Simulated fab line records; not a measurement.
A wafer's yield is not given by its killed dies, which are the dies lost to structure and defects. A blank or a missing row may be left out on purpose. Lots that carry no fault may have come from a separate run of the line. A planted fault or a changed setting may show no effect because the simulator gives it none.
fab line records | flow nand_harc | part 2 of 2: steps 26 to 38 of 38
[record] lots = 5 | wafers = 15 | last_day = 31
route steps=1302 shown A_STAIRCASE@861 A_SGD_CUT@890
lots untouched by any fault: they come from a run of this same line in which no faults occurred
start_h: hours from the record's opening day to when the first of the lot's shown wafers began | wait_h: hours from the lot's prior step to this one | " the same as in the row above | L1.1+2: a single row standing in for several wafers | - no value, or no start was given | * or withheld: withheld | < > ~ a bound
route shown NAME@n: a module of which the file shows steps, and the number in the route of the first | usual: mean and standard deviation over wafers with no fault | same: alike in all rows | chamber/n: place in a boat | sites: readings site by site | _std_site: their standard deviation | _edge_site: inner sites' mean taken away from outer sites' mean | radius_mm: how far each site lies from the wafer's centre | mask NAME#n: copy n | behind: the tool/chamber that last shaped the wafer | hold: cause of the lot's hold/its duration in hours/its outcome | device: transistor that didn't switch, given as n, p or np | end of line: tests of these same wafers at the route's end | for a step that has no rows: nothing shown but its recipe | killed: not the wafer's yield, but the dies lost to structure and defects at the first sort | map: per-die view of a wafer (x killed, . not killed, _ where there is no die)
set.NAME: setting as actually run; set.NAME@STEP: the setting as run at that earlier step | model.NAME: the simulator's own value behind a step, which no gauge read
a table for each step, a row for each wafer; lots at some steps of the route
services: when a tool's chamber went out of use (start_h, in hours from the record's first day, below 0 if earlier), for how many hours, and the reason
[[steps]]
[step NHARC_A_SGD_CUT_DEP_00]
[recipe] target_thk_a = 500 | temp_c = 400 | target_thk_nm = 50 | flow_sccm = 200 | rf_w = 450 | material = SiNx
[usual] heater_power_w = 732/97 | rf_fwd_power_W = 447.8/1.6
lot.wafer | tool     | chamber | start_h | wait_h | heater_power_w | rf_fwd_power_W
L081.2    | pecvd-04 | 0       | 495.80  | 0.1    | 648            | 446.6
L081.4    | "        | 1       | "       | "      | 634            | 449.7
L081.6    | "        | 0       | "       | "      | 652            | 448.6
L086.2    | pecvd-04 | 0       | 559.01  | 0.1    | 711            | 446.5
L086.3    | "        | 2       | "       | "      | 819            | 449.3
L086.5    | "        | 2       | "       | "      | 823            | 447.4
L087.3    | pecvd-02 | 1       | 559.72  | 0.1    | 808            | 448.1
L087.2    | "        | 0       | "       | "      | 576            | 446.2
L087.5    | "        | 0       | "       | "      | 599            | 447.8
L090.2    | pecvd-04 | 0       | 597.55  | 0.1    | 650            | 447.9
L090.1    | "        | 1       | "       | "      | 744            | 444.0
L090.6    | "        | 0       | "       | "      | 650            | 450.4
L092.2    | pecvd-02 | 0       | 612.48  | 0.1    | 653            | 448.0
L092.6    | "        | 0       | "       | "      | 636            | 446.5
L092.4    | "        | 1       | "       | "      | 860            | 446.4
[step NHARC_A_SGD_CUT_DEHYDRATE_01]
[recipe] temp_c = 150 | time_s = 120
[usual] heater_power_total_W = 182.5/1.2
[same] time_s = 120
lot.wafer | tool           | chamber | start_h | wait_h | heater_power_total_W
L081.2    | litho_track-01 | 0       | 496.02  | 0.2    | 183.8
L081.4    | "              | 0       | "       | "      | 182.6
L081.6    | "              | 0       | "       | "      | 181.4
L086.2    | litho_track-01 | 0       | 559.28  | 0.2    | 183.7
L086.3    | "              | 0       | "       | "      | 181.1
L086.5    | "              | 0       | "       | "      | 184.4
L087.2    | litho_track-01 | 0       | 559.99  | 0.2    | 180.7
L087.3    | "              | 0       | "       | "      | 183.1
L087.5    | "              | 0       | "       | "      | 183.6
L090.1    | litho_track-01 | 0       | 597.82  | 0.2    | 182.6
L090.2    | "              | 0       | "       | "      | 183.5
L090.6    | "              | 0       | "       | "      | 181.7
L092.2    | litho_track-06 | 0       | 612.75  | 0.2    | 180.8
L092.4    | "              | 0       | "       | "      | 183.9
L092.6    | "              | 0       | "       | "      | 183.5
[step NHARC_A_SGD_CUT_HMDS_02]
[recipe] time_s = 30
[same] time_s = 30
lot.wafer  | tool           | chamber | start_h | wait_h
L081.2+4+6 | litho_track-01 | 0       | -       | -
L086.2+3+5 | litho_track-01 | 0       | -       | -
L087.2+3+5 | litho_track-01 | 0       | -       | -
L090.1+2+6 | litho_track-01 | 0       | -       | -
L092.2+4+6 | litho_track-06 | 0       | -       | -
[step NHARC_A_SGD_CUT_COAT_56]
[recipe] temp_c = 260 | time_s = 75
[usual] heater_power_total_W = 486.9/1.6
[same] time_s = 75
lot.wafer | tool           | chamber | start_h | wait_h | heater_power_total_W
L081.2    | litho_track-01 | 0       | -       | -      | 488.3
L081.4    | "              | 0       | "       | "      | 488.8
L081.6    | "              | 0       | "       | "      | 488.9
L086.2    | litho_track-01 | 0       | -       | -      | 489.5
L086.3    | "              | 0       | "       | "      | 485.7
L086.5    | "              | 0       | "       | "      | 484.9
L087.2    | litho_track-01 | 0       | -       | -      | 487.7
L087.3    | "              | 0       | "       | "      | 486.3
L087.5    | "              | 0       | "       | "      | 488.6
L090.1    | litho_track-01 | 0       | -       | -      | 484.9
L090.2    | "              | 0       | "       | "      | 486.2
L090.6    | "              | 0       | "       | "      | 484.9
L092.2    | litho_track-06 | 0       | -       | -      | 487.4
L092.4    | "              | 0       | "       | "      | 489.2
L092.6    | "              | 0       | "       | "      | 486.7
[step NHARC_A_SGD_CUT_COAT_57]
[recipe] temp_c = 225 | time_s = 65
[usual] heater_power_total_W = 446.7/1.9
[same] time_s = 65
lot.wafer | tool           | chamber | start_h | wait_h | heater_power_total_W
L081.2    | litho_track-01 | 0       | -       | -      | 449.3
L081.4    | "              | 0       | "       | "      | 445.2
L081.6    | "              | 0       | "       | "      | 447.5
L086.2    | litho_track-01 | 0       | -       | -      | 449.3
L086.3    | "              | 0       | "       | "      | 446.5
L086.5    | "              | 0       | "       | "      | 446.5
L087.2    | litho_track-01 | 0       | -       | -      | 445.0
L087.3    | "              | 0       | "       | "      | 449.6
L087.5    | "              | 0       | "       | "      | 448.9
L090.1    | litho_track-01 | 0       | -       | -      | 449.5
L090.2    | "              | 0       | "       | "      | 447.3
L090.6    | "              | 0       | "       | "      | 447.0
L092.2    | litho_track-06 | 0       | -       | -      | 444.3
L092.4    | "              | 0       | "       | "      | 443.9
L092.6    | "              | 0       | "       | "      | 448.4
[step NHARC_A_SGD_CUT_COAT_03]
[recipe] spin_rpm = 1500 | resist_thk_nm = 90
lot.wafer  | tool           | chamber | start_h | wait_h
L081.2+4+6 | litho_track-01 | 0       | -       | -
L086.2+3+5 | litho_track-01 | 0       | -       | -
L087.2+3+5 | litho_track-01 | 0       | -       | -
L090.1+2+6 | litho_track-01 | 0       | -       | -
L092.2+4+6 | litho_track-06 | 0       | -       | -
[step NHARC_A_SGD_CUT_SOFTBAKE_04]
[recipe] temp_c = 105 | time_s = 55
[usual] heater_power_total_W = 188.46/0.13
[same] time_s = 55
lot.wafer | tool           | chamber | start_h | wait_h | heater_power_total_W
L081.2    | litho_track-01 | 0       | -       | -      | 188.40
L081.4    | "              | 0       | "       | "      | 188.49
L081.6    | "              | 0       | "       | "      | 188.44
L086.2    | litho_track-01 | 0       | -       | -      | 188.61
L086.3    | "              | 0       | "       | "      | 188.68
L086.5    | "              | 0       | "       | "      | 188.74
L087.2    | litho_track-01 | 0       | -       | -      | 188.64
L087.3    | "              | 0       | "       | "      | 188.35
L087.5    | "              | 0       | "       | "      | 188.44
L090.1    | litho_track-01 | 0       | -       | -      | 188.35
L090.2    | "              | 0       | "       | "      | 188.40
L090.6    | "              | 0       | "       | "      | 188.26
L092.2    | litho_track-06 | 0       | -       | -      | 188.49
L092.4    | "              | 0       | "       | "      | 188.67
L092.6    | "              | 0       | "       | "      | 188.58
[step NHARC_A_SGD_CUT_EBR_05]
lot.wafer  | tool           | chamber | start_h | wait_h
L081.2+4+6 | litho_track-01 | 0       | -       | -
L086.2+3+5 | litho_track-01 | 0       | -       | -
L087.2+3+5 | litho_track-01 | 0       | -       | -
L090.1+2+6 | litho_track-01 | 0       | -       | -
L092.2+4+6 | litho_track-06 | 0       | -       | -
[step NHARC_A_SGD_CUT_EXPOSE_06]
[recipe] na = 1.35 | dose_mj = 85.59 | mask_id = SGD
lot.wafer  | tool            | chamber | start_h | wait_h | mask
L081.2+4+6 | arfi_scanner-01 | 0       | 496.33  | -      | SGD#0
L086.2+3+5 | arfi_scanner-02 | 0       | 559.59  | -      | SGD#0
L087.2+3+5 | arfi_scanner-03 | 0       | 560.31  | -      | SGD#0
L090.1+2+6 | arfi_scanner-02 | 0       | 598.13  | -      | SGD#0
L092.2+4+6 | arfi_scanner-02 | 0       | 613.07  | -      | SGD#0
[step NHARC_A_SGD_CUT_PEB_07]
[recipe] peb_temp_c = 100 | peb_time_s = 65
[usual] heater_power_total_W = 156.7/0.42
lot.wafer | tool           | chamber | start_h | wait_h | heater_power_total_W
L081.2    | litho_track-04 | 0       | 496.39  | 0.1    | 157.0
L081.4    | "              | 0       | "       | "      | 156.1
L081.6    | "              | 0       | "       | "      | 156.5
L086.2    | litho_track-01 | 0       | 559.65  | 0.1    | 156.9
L086.3    | "              | 0       | "       | "      | 157.1
L086.5    | "              | 0       | "       | "      | 156.1
L087.2    | litho_track-04 | 0       | 560.37  | 0.1    | 157.2
L087.3    | "              | 0       | "       | "      | 157.0
L087.5    | "              | 0       | "       | "      | 156.5
L090.1    | litho_track-01 | 0       | 598.19  | 0.1    | 157.2
L090.2    | "              | 0       | "       | "      | 156.6
L090.6    | "              | 0       | "       | "      | 156.6
L092.2    | litho_track-01 | 0       | 613.12  | 0.1    | 156.5
L092.4    | "              | 0       | "       | "      | 156.0
L092.6    | "              | 0       | "       | "      | 157.1
[step NHARC_A_SGD_CUT_DEVELOP_08]
[recipe] develop_time_s = 35 | dev_temp_c = 23
lot.wafer  | tool           | chamber | start_h | wait_h
L081.2+4+6 | litho_track-04 | 0       | -       | -
L086.2+3+5 | litho_track-01 | 0       | -       | -
L087.2+3+5 | litho_track-04 | 0       | -       | -
L090.1+2+6 | litho_track-01 | 0       | -       | -
L092.2+4+6 | litho_track-01 | 0       | -       | -
[step NHARC_A_SGD_CUT_CD_MEAS_09]
[recipe] target_cd_nm = 100 | landing_energy_ev = 500
[usual] cd_nm = 100.0/0.77
lot.wafer | tool      | chamber | start_h | wait_h | cd_nm
L081.2    | cd_sem-01 | 0       | 496.47  | -      | 99.4
L081.4    | "         | 0       | "       | "      | 100.0
L081.6    | "         | 0       | "       | "      | 99.9
L086.2    | cd_sem-03 | 0       | 559.73  | -      | 99.5
L086.3    | "         | 0       | "       | "      | 100.7
L086.5    | "         | 0       | "       | "      | 98.9
L087.2    | cd_sem-02 | 0       | 560.45  | -      | 99.3
L087.3    | "         | 0       | "       | "      | 99.0
L087.5    | "         | 0       | "       | "      | 99.4
L090.1    | cd_sem-02 | 0       | 598.27  | -      | 100.8
L090.2    | "         | 0       | "       | "      | 100.0
L090.6    | "         | 0       | "       | "      | 99.7
L092.2    | cd_sem-01 | 0       | 613.20  | -      | 99.9
L092.4    | "         | 0       | "       | "      | 101.2
L092.6    | "         | 0       | "       | "      | 100.2
[step NHARC_A_SGD_CUT_OVL_MEAS_10]
[usual] overlay_x_nm = -0.1/0.63 | overlay_y_nm = -0.3/0.86
lot.wafer | tool       | chamber | start_h | wait_h | overlay_x_nm | overlay_y_nm
L081.2    | overlay-02 | -       | 496.55  | -      | -0.5         | -1.5
L081.4    | "          | -       | "       | "      | -0.7         | -1.4
L081.6    | "          | -       | "       | "      | -0.8         | -1.5
L086.2    | overlay-02 | -       | 559.82  | -      | 0.8          | 0.4
L086.3    | "          | -       | "       | "      | 1.1          | -0.1
L086.5    | "          | -       | "       | "      | 1.3          | -0.2
L087.2    | overlay-02 | -       | 560.53  | -      | -0.6         | -1.1
L087.3    | "          | -       | "       | "      | -0.7         | -0.9
L087.5    | "          | -       | "       | "      | -0.3         | -0.9
L090.1    | overlay-01 | -       | 598.36  | -      | 0.0          | -0.5
L090.2    | "          | -       | "       | "      | 0.0          | -0.8
L090.6    | "          | -       | "       | "      | -0.2         | 0.3
L092.2    | overlay-02 | -       | 613.29  | -      | -1.1         | 1.3
L092.4    | "          | -       | "       | "      | -1.2         | 0.7
L092.6    | "          | -       | "       | "      | -1.0         | 0.7
[[services]]
tool            | chamber | start_h | hours | kind
rie_diel-01     | 2       | 464.25  | 5.7   | repair
arfi_scanner-02 | -       | 469.54  | 0.8   | repair
rie_diel-06     | 0       | 471.24  | 7.3   | repair
litho_track-05  | -       | 474.03  | 7.0   | pm
cmp-01          | -       | 479.50  | 4.0   | pm
arfi_scanner-02 | -       | 484.00  | 4.0   | pm
rie_diel-06     | -       | 484.20  | 9.0   | pm
cmp-01          | -       | 490.36  | 1.2   | repair
pecvd-04        | -       | 501.22  | 1.2   | repair
cmp-02          | -       | 504.31  | 1.0   | repair
litho_track-01  | -       | 505.01  | 7.0   | pm
cmp-02          | -       | 525.90  | 1.4   | repair
cmp-02          | -       | 527.35  | 4.0   | pm
wet_bench-09    | -       | 528.89  | 8.0   | pm
litho_track-06  | -       | 529.00  | 7.0   | pm
pecvd-02        | -       | 552.46  | 1.6   | repair
litho_track-04  | -       | 553.00  | 7.0   | pm
cmp-03          | -       | 554.87  | 4.0   | pm
rie_diel-01     | -       | 559.14  | 9.0   | pm
wet_bench-04    | -       | 579.20  | 8.0   | pm
pecvd-02        | -       | 589.16  | 13.0  | pm
litho_track-07  | -       | 601.00  | 7.0   | pm
rie_diel-11     | -       | 611.35  | 9.0   | pm
wet_bench-05    | -       | 612.80  | 8.0   | pm
